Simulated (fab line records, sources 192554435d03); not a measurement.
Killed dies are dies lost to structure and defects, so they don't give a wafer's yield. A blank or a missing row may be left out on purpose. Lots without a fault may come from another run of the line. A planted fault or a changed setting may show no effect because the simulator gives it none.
Chamber matching | flow n5_finfet | N5_BEOL_M7_CURE_74 on uv_cure-01: 3 sister chambers
The step cures SiCOH lowk, time 240 s. 3 wafers are shown with their chamber, then 12 later ones without.

WAFERS WITH THEIR CHAMBER
wafer  | chamber | wafer_temp_C_max
L083.6 | 1       | 386.5
L088.5 | 0       | 387.7
L087.5 | 2       | 386.6

WAFERS WITHOUT THEIR CHAMBER
wafer  | wafer_temp_C_max
L091.2 | 387.1
L091.3 | 387.4
L091.6 | 387.2
L090.3 | 386.9
L090.4 | 386.1
L090.5 | 386.5
L089.1 | 387.8
L089.2 | 386.7
L089.6 | 386.5
L093.1 | 386.9
L093.2 | 386.2
L093.5 | 387.7

WHICH CHAMBER EACH WENT THROUGH
wafer  | from the rows above          | in truth
L091.2 | can't be placed: 2 or 0 or 1 | 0
L091.3 | can't be placed: 0 or 2      | 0
L091.6 | can't be placed: 0 or 2 or 1 | 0
L090.3 | can't be placed: 2 or 1 or 0 | 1
L090.4 | can't be placed: 1 or 2      | 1
L090.5 | can't be placed: 1 or 2      | 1
L089.1 | 0                            | 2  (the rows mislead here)
L089.2 | can't be placed: 2 or 1      | 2
L089.6 | can't be placed: 1 or 2      | 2
L093.1 | can't be placed: 2 or 1 or 0 | 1
L093.2 | can't be placed: 1 or 2      | 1
L093.5 | 0                            | 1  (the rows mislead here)
Placed correctly: 0 of 12. Can't be placed from these rows: 10 (the true chamber is among the candidates in 10). Placed wrongly: 2.
How it was worked out, from the rows above alone: a wafer's distance from a chamber is the root of the sum, over the readings, of the square of ((its reading less the chamber's mean) divided by the reading's scatter). The wafer belongs to the nearest chamber; if the next one is less than 2 further off, it can't be placed. A chamber's mean is the mean of its shown wafers. The scatter: with one shown wafer a chamber, the root of the mean of the squares of how far each hidden wafer lies from its nearest shown one.
